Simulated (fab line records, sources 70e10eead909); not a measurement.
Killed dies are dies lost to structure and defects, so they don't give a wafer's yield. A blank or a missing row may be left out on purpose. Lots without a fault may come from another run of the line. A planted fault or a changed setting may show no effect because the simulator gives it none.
Chamber matching | flow nand_harc | NHARC_A_M1_DESCUM_14 on rie_diel-12: 4 sister chambers
The step chemistry O2, time 3 s. 4 wafers are shown with their chamber, then 10 later ones without.

WAFERS WITH THEIR CHAMBER
wafer  | chamber | showerhead_plenum_p_Torr (Torr)
L088.1 | 2       | 2.03
L088.5 | 0       | 2.01
L093.2 | 1       | 1.82
L093.3 | 3       | 2.04

WAFERS WITHOUT THEIR CHAMBER
wafer  | showerhead_plenum_p_Torr (Torr)
L093.6 | 1.82
L094.1 | 2.03
L094.3 | 2.03
L094.4 | 2.05
L095.3 | 1.82
L095.5 | 2.03
L095.6 | 1.82
L096.2 | 1.82
L096.3 | 2.03
L096.4 | 2.04

WHICH CHAMBER EACH WENT THROUGH
wafer  | from the rows above | in truth
L093.6 | 1                   | 1
L094.1 | 2                   | 2
L094.3 | 2                   | 2
L094.4 | 3                   | 3
L095.3 | 1                   | 1
L095.5 | 2                   | 2
L095.6 | 1                   | 1
L096.2 | 1                   | 1
L096.3 | 2                   | 2
L096.4 | 3                   | 3
Placed correctly: 10 of 10. Can't be placed from these rows: 0. Placed wrongly: 0.
How it was worked out, from the rows above alone: a wafer's distance from a chamber is the root of the sum, over the readings, of the square of ((its reading less the chamber's mean) divided by the reading's scatter). The wafer belongs to the nearest chamber; if the next one is less than 2 further off, it can't be placed. A chamber's mean is the mean of its shown wafers. The scatter: with one shown wafer a chamber, the root of the mean of the squares of how far each hidden wafer lies from its nearest shown one.
